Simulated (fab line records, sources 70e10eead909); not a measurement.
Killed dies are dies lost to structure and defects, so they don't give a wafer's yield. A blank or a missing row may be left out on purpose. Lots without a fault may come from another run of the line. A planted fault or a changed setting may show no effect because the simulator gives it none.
Chamber matching | flow nand_harc | NHARC_A_CONTACT_DEP_58 on pecvd-01: 3 sister chambers
The step deposits SiON, target thk 60 nm. 3 wafers are shown with their chamber, then 7 later ones without.

WAFERS WITH THEIR CHAMBER
wafer  | chamber | heater_power_w (W)
L076.4 | 2       | 723
L076.6 | 1       | 719
L085.4 | 0       | 736

WAFERS WITHOUT THEIR CHAMBER
wafer  | heater_power_w (W)
L085.6 | 734
L087.1 | 751
L087.4 | 736
L087.6 | 839
L097.3 | 699
L097.5 | 715
L097.6 | 845

WHICH CHAMBER EACH WENT THROUGH
wafer  | from the rows above          | in truth
L085.6 | can't be placed: 0 or 2 or 1 | 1
L087.1 | can't be placed: 0 or 2 or 1 | 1
L087.4 | can't be placed: 0 or 2 or 1 | 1
L087.6 | can't be placed: 0 or 2 or 1 | 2
L097.3 | can't be placed: 1 or 2 or 0 | 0
L097.5 | can't be placed: 1 or 2 or 0 | 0
L097.6 | can't be placed: 0 or 2 or 1 | 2
Placed correctly: 0 of 7. Can't be placed from these rows: 7 (the true chamber is among the candidates in 7). Placed wrongly: 0.
How it was worked out, from the rows above alone: a wafer's distance from a chamber is the root of the sum, over the readings, of the square of ((its reading less the chamber's mean) divided by the reading's scatter). The wafer belongs to the nearest chamber; if the next one is less than 2 further off, it can't be placed. A chamber's mean is the mean of its shown wafers. The scatter: with one shown wafer a chamber, the root of the mean of the squares of how far each hidden wafer lies from its nearest shown one.
